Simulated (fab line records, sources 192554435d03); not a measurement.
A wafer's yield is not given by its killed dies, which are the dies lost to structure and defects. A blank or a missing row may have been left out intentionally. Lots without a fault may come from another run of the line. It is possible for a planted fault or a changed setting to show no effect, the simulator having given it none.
fab line records	flow n5_finfet
record lots=5	wafers=15	last_day=17
route steps=1938 shown BEOL_M6@1230 PASSIVATION@1936
lots with no fault: from the same line, run without faults
start_h: hours from the record's first day to the start of the lot's first wafer shown	wait_h: hours since the lot's step before	" unchanged from the row above	L1.1+2: a single row standing in for several wafers	- no value, or no start given	* or withheld: withheld	< > ~ a bound
route shown NAME@n: a module of which the file shows steps, and the number in the route of the first	usual: mean/standard deviation of fault-free wafers	same: alike in all rows	chamber/n: place in a boat	sites: per-site readings	_std_site: how widely they spread, as a standard deviation	_edge_site: inner sites' mean taken away from outer sites' mean	radius_mm: for every site, how far away it sits from the centre of the wafer	mask NAME#n: copy n	behind: the last tool/chamber to shape the wafer	hold: why the lot went on hold/how many hours it stayed there/how the hold came to an end	device: names the non-switching transistor (n, p or np)	end of line: the same wafers' tests at the end of the route	step lacking rows: just its recipe	killed: the dies lost at the first sort to structure and to defects; this is not the yield of the wafer	map: shows each die of a wafer: x if killed, . if not, _ if none is there
set.NAME: the setting the step ran with; set.NAME@STEP: the setting that earlier step ran with	model.NAME: the simulator's own value behind a step, which no gauge read
lots seen at some steps along the route; tables by step, rows by wafer
services: a tool's chamber out of use, with start hour (start_h, from the record's first day; less than 0 if before it), hours out, and reason
## steps
# step N5_BEOL_M6_DESCUM_33
# recipe chemistry=O2	time_s=7	source_power_w=50	bias_power_w=20	pressure_mtorr=20	rf_frequency_hz=2.712e+07	temp_c=40	resist=CAR-EUV	o2_flow_sccm=225
# step N5_BEOL_M6_ETCH_72
# recipe chemistry=N2/H2	target=underlayer	target_depth_a=65	mask_material=CAR-EUV	time_s=5.2	ion_energy_ev=200	pressure_mtorr=30	source_w=840	bias_w=150	n2_flow_sccm=200	h2_flow_sccm=200	ends=cleared
# step N5_BEOL_M6_ETCH_65
# recipe chemistry=CF4	target=SiARC	target_depth_a=156	mask_material=CAR-EUV	time_s=26	ion_energy_ev=80	pressure_mtorr=40	source_w=545	bias_w=36	Ar_flow_sccm=100	cf4_flow_sccm=100	ends=cleared
# step N5_BEOL_M6_ETCH_66
# recipe chemistry=N2/H2	target=SOC	target_depth_a=800	overetch_a=160	mask_material=SiARC	temp_c=40	time_s=120	ion_energy_ev=200	pressure_mtorr=30	source_w=840	bias_w=150	n2_flow_sccm=200	h2_flow_sccm=200
# step N5_BEOL_M6_STRIP_69
# recipe chemistry=N2/H2	temp_c=40	n2_flow_sccm=200	h2_flow_sccm=200	rf_frequency_hz=6e+07
# step N5_BEOL_M6_STRIP_73
# recipe chemistry=N2/H2	temp_c=40	n2_flow_sccm=200	h2_flow_sccm=200	rf_frequency_hz=6e+07
# step N5_BEOL_M6_VIA_ETCH_34
# recipe chemistry=C4F6/O2	target=SiCOH_lowk	target_depth_a=1263	mask_material=SOC	taper_deg=4	time_s=50.9	ion_energy_ev=250	pressure_mtorr=30	source_w=345	bias_w=185	Ar_flow_sccm=300	C4F6_flow_sccm=10	O2_flow_sccm=10
# step N5_BEOL_M6_STRIP_76
# recipe chemistry=C4F6/O2	resist=SiARC	rf_frequency_hz=6e+07
# step N5_BEOL_M6_STRIP_36
# recipe chemistry=N2/H2	power_w=450	temp_c=40	pressure_mtorr=20	rf_frequency_hz=6e+07	overash_fraction=0.3	bias_power_w=7	h2_frac=0.5	n2_flow_sccm=200	h2_flow_sccm=200
# step N5_BEOL_M6_TRENCH_ETCH_37
# recipe chemistry=C4F6/O2	target_depth_a=944.35	target=SiCOH_lowk	time_s=31.5	ion_energy_ev=250	pressure_mtorr=30	source_w=345	bias_w=185	Ar_flow_sccm=300	C4F6_flow_sccm=10	O2_flow_sccm=10
# step N5_BEOL_M6_ETCH_41
# recipe chemistry=CH3F/O2	target=SiCN	target_depth_a=297	taper_deg=2	time_s=52	ion_energy_ev=120	mask_material=TiN	pressure_mtorr=30	source_w=395	bias_w=75	Ar_flow_sccm=150	CH3F_flow_sccm=30	O2_flow_sccm=20
# step N5_BEOL_M6_STRIP_80
# recipe chemistry=N2/H2	time_s=10	power_w=450	temp_c=40	pressure_mtorr=20	rf_frequency_hz=6e+07	bias_power_w=7	n2_flow_sccm=200	h2_flow_sccm=200
# usual bias_power_w=6.999/0.02	chamber_pressure_mTorr=20.001/0.02	drypump_motor_current_A=5.7/0.43	oes_product_au=0.83/0.061	rf_vpp_V=59.3/0.78	showerhead_plenum_p_Torr=2.58/0.087	throttle_valve_pct=23.6/0.37
lot.wafer	tool	chamber	start_h	wait_h	bias_power_w	chamber_pressure_mTorr	drypump_motor_current_A	oes_product_au	rf_hours_counter_h	rf_vpp_V	showerhead_plenum_p_Torr	throttle_valve_pct
L586.2	rie_diel-03	3	221.58	-	7.009	20.031	5.6	0.82	68	60.5	2.58	23.8
L586.3	"	2	"	"	7.025	20.027	5.5	0.87	51	59.5	2.70	24.2
L586.4	"	0	"	"	7.006	19.988	6.1	0.82	111	60.7	2.55	24.2
L595.2	rie_diel-03	0	264.82	-	-	-	-	-	-	-	-	-
L595.3	"	3	"	"	-	-	-	-	-	-	-	-
L595.4	"	2	"	"	-	-	-	-	-	-	-	-
L598.3	rie_diel-06	3	292.20	-	-	-	-	-	-	-	-	-
L598.5	"	0	"	"	-	-	-	-	-	-	-	-
L598.6	"	3	"	"	-	-	-	-	-	-	-	-
L597.1	rie_diel-02	2	294.97	-	-	-	-	-	-	-	-	-
L597.3	"	1	"	"	-	-	-	-	-	-	-	-
L597.4	"	3	"	"	-	-	-	-	-	-	-	-
L604.2	rie_diel-06	3	326.98	-	6.981	20.006	5.8	0.79	124	60.1	2.65	23.4
L604.5	"	1	"	"	7.009	20.013	6.1	0.74	-	59.0	2.42	23.4
L604.6	"	0	"	"	6.980	20.036	6.1	0.78	-	59.9	2.68	23.5
# step N5_PASSIVATION_PROBE_49
# usual defect_limited_yield=91.2/1.5	killed_at_M0_to_M3=36/10	killed_at_M4_up=13/6	killed_at_contacts=11/5.2	killed_at_front_end=40/11	killed_at_other=3.1/2.9	killed_dies=104/17	killed_open=66/12	killed_short=34/7.7	sort_bin_5_function=5.1/0.91	sort_bin_6_memory=3.2/0.67	sort_n_pass=1076/17	sort_yield_pct=91.2/1.5
# same gross_dies=1180	killed_at_back_side=0	sort_bin_4_leakage[%]=0	sort_bin_8_speed[%]=0
lot.wafer	tool	chamber	start_h	wait_h	defect_limited_yield[%]	killed_at_M0_to_M3	killed_at_M4_up	killed_at_contacts	killed_at_front_end	killed_at_other	killed_dies	killed_open	killed_short	sort_bin_5_function[%]	sort_bin_6_memory[%]	sort_n_pass	sort_yield_pct[%]
L595.2	prober-02	-	355.53	0.1	89.2	38	45	6	39	0	128	88	34	6.2	3.9	1052	89.2
L595.3	prober-02	-	355.58	0.1	87.9	35	53	12	43	0	143	98	39	7.4	4.5	1037	87.9
L595.4	prober-02	-	355.63	0.2	88.0	29	55	8	50	0	142	102	38	7.6	3.9	1038	88.0
L598.3	prober-01	-	374.79	0.1	87.6	42	67	4	33	0	146	103	42	6.9	4.9	1034	87.6
L598.5	prober-01	-	374.89	0.2	84.6	41	52	25	64	0	182	122	49	8.3	5.9	998	84.6
L598.6	prober-01	-	374.94	0.3	88.3	24	51	4	59	0	138	93	43	6.7	4.6	1042	88.3
L597.1	prober-01	-	380.15	0.0	87.5	44	55	13	35	1	148	111	35	7.9	4.4	1032	87.5
L597.3	prober-01	-	380.25	0.1	86.9	39	54	12	49	1	155	111	43	8.2	4.5	1025	86.9
L597.4	prober-01	-	380.30	0.2	86.9	53	45	16	38	2	154	99	47	6.3	5.7	1026	86.9
# killed by level:class
L595.2 BEOL_M6:geometric_particle:open=33 BEOL_M0_SAQP:geometric_particle:open=10 FIN_SAQP:geometric_particle:open=9 BEOL_M2:geometric_particle:open=9 BEOL_M6:geometric_particle:short=7 STARTING-WAFER:geometric_particle:open=7 STI_FIN_REVEAL:geometric_particle:open=5 BEOL_M0_SAQP:geometric_particle:short=5
L595.3 BEOL_M6:geometric_particle:open=29 STI_FIN_REVEAL:geometric_particle:open=11 BEOL_M6:geometric_particle:short=11 FIN_SAQP:geometric_particle:open=9 BEOL_M3:geometric_particle:open=9 MOL_CONTACT_COAG:geometric_particle:open=8 BEOL_M0_SAQP:geometric_particle:open=6 BEOL_M0_SAQP:geometric_particle:short=6
L595.4 BEOL_M6:geometric_particle:open=44 DUMMY_GATE:geometric_particle:open=11 FIN_SAQP:geometric_particle:open=10 STI_FIN_REVEAL:geometric_particle:open=8 FIN_SAQP:geometric_particle:short=7 BEOL_M0_SAQP:geometric_particle:short=7 BEOL_M0_SAQP:geometric_particle:open=5 MOL_CONTACT_COAG:geometric_particle:open=4
L598.3 BEOL_M6:geometric_particle:open=46 STI_FIN_REVEAL:geometric_particle:open=11 BEOL_M0_SAQP:geometric_particle:short=10 BEOL_M0_SAQP:geometric_particle:open=8 FIN_SAQP:geometric_particle:short=7 BEOL_M1:geometric_particle:open=7 BEOL_M3:geometric_particle:open=6 BEOL_M6:geometric_particle:short=6
L598.5 BEOL_M6:geometric_particle:open=37 MOL_CONTACT_COAG:geometric_particle:open=23 STI_FIN_REVEAL:geometric_particle:open=14 FIN_SAQP:geometric_particle:open=10 FIN_SAQP:geometric_particle:short=10 BEOL_M3:geometric_particle:open=9 HKMG_FIN:area_etch=9 BEOL_M0_SAQP:geometric_particle:short=8
L598.6 BEOL_M6:geometric_particle:open=38 STI_FIN_REVEAL:geometric_particle:open=15 FIN_SAQP:geometric_particle:short=12 FIN_SAQP:geometric_particle:open=10 BEOL_M6:geometric_particle:short=9 BEOL_M0_SAQP:geometric_particle:open=6 BEOL_M0_SAQP:geometric_particle:short=6 DUMMY_GATE:geometric_particle:open=4
L597.1 BEOL_M6:geometric_particle:open=41 BEOL_M0_SAQP:geometric_particle:short=12 MOL_CONTACT_COAG:geometric_particle:open=11 BEOL_M3:geometric_particle:open=9 BEOL_M0_SAQP:geometric_particle:open=8 STI_FIN_REVEAL:geometric_particle:open=7 BEOL_M2:geometric_particle:open=7 BEOL_M6:geometric_particle:short=6
L597.3 BEOL_M6:geometric_particle:open=37 BEOL_M0_SAQP:geometric_particle:short=13 STI_FIN_REVEAL:geometric_particle:open=12 FIN_SAQP:geometric_particle:open=10 MOL_CONTACT_COAG:geometric_particle:open=10 BEOL_M6:geometric_particle:short=9 BEOL_M0_SAQP:geometric_particle:open=7 BEOL_M2:geometric_particle:open=5
L597.4 BEOL_M6:geometric_particle:open=28 BEOL_M0_SAQP:geometric_particle:short=16 BEOL_M0_SAQP:geometric_particle:open=12 MOL_CONTACT_COAG:geometric_particle:open=11 STI_FIN_REVEAL:geometric_particle:open=9 FIN_SAQP:geometric_particle:short=6 BEOL_M6:geometric_particle:short=6 BEOL_M1:geometric_particle:open=6
# map L595.3 (x killed, . not)
_________________.x........x.________________
______________......x..........._____________
___________........x....x.....x....__________
__________......x...........x.....x._________
________x........x...................._______
_______.x....x.........x....x..........______
______..........x...xxxx......xx........_____
_____..xx...x..x.......x...............xx____
____.......xx............x.....x..........___
___...........................x............__
___..............x.......x......x..........__
__...x..............xx.............x........_
__.................x.........xx............._
_..x..........x.x........xx...x..............
_...........x........x.........x.........x...
_....x.......x..................x.....x......
_.............x............x.....x.......x...
_........x.....x...x..x.......x..x........x..
_.xx.xx...............x..........x.x......x..
_x...x...x....x.........x.........x.........x
_....x.x.....................x.......xx......
__....xx....x...................x.......x..._
__................................x....x.xx._
___.........x..............x..xx...x.x.....__
___....x........x..........x..x.xx.......x.__
____........x....x...x.....x..............___
_____.......x.............x..xx..xx......____
______...........x.x.....x..x.x.......x._____
_______.......x.....x.............x....______
________.....x...x.........x.....xx..._______
__________x.....................x..._________
___________......x....x............__________
______________...x......x...x.x._____________
_________________............________________
# map L597.3 (x killed, . not)
_________________......x...x.________________
______________................x._____________
___________x.....xx.x..............__________
__________.......x....x.x..........._________
________.....xx....................x.x_______
_______...x......................x...x.______
______....x.................x...x......._____
_____.....x....xx...................xx..x____
____...........x..x..x....................___
___x..........x.xx........x........x.......__
___..x.....xx....x....x...x...........xxx..__
__........xx.......x.................x......_
__..x...xxx...........x....................._
_........x........x.x..............x...x.....
_.x..............xxx.xx.x.xx............xx...
_.....xx..........x.....x........x....x...x..
_......x..xx................x.x.....x.x......
_.....x....x...............x..........x..x.x.
_........xx.............xxx....x.............
_x................x...x................x....x
_......x.x..................x.....x.x........
__........x................x................_
__......xx..................x....x...xx...x._
___x........x...x....................x..x..__
___.....x.x......x..x...................x..__
____......x...x.x..........x...x..........___
_____.............x......x....x.......x..____
______.....x....x.........x...x.x......._____
_______.x.......................x......______
________.......x.....x.......xx......._______
__________..x...x...x..x............_________
___________..........x....x........__________
______________x..x.....x...x...._____________
_________________.......x....________________
## services
tool	chamber	start_h	hours	kind
rie_diel-03	1	202.38	5.7	repair
rie_diel-03	-	207.12	0.4	repair
rie_diel-02	2	220.79	6.6	repair
rie_diel-02	3	222.10	1.4	repair
rie_diel-02	2	227.67	-	clean
rie_diel-02	2	227.67	-	consumable_replace:focus_ring
rie_diel-02	2	227.67	19.5	scheduled_down
rie_diel-02	2	227.67	19.5	vent_cycle
rie_diel-03	2	246.73	2.6	repair
rie_diel-06	-	307.32	2.8	pm
## key
first_sign step=N5_BEOL_M6_STRIP_80	reading=tool_record	direction=missing
effect step=N5_PASSIVATION_PROBE_49	reading=killed_at_M4_up	direction=up	sigmas=6.6	usual=13	struck=53
more_kills_born_at N5_BEOL_M6_STRIP_80@rie_diel-06=134	N5_BEOL_M6_STRIP_80@rie_diel-02=126	N5_BEOL_M6_STRIP_80@rie_diel-03=122
met_at N5_BEOL_M6_STRIP_80
struck_wafers L595.2,L595.3,L595.4,L597.1,L597.3,L597.4,L598.3,L598.5,L598.6
onset_between 221.58 264.82
fault kind=skipped_step_whole	tool=rie_diel-02,rie_diel-03,rie_diel-06	chamber=-	onset_h=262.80	steps=N5_BEOL_M6_STRIP_80	scope=struck_lots_only
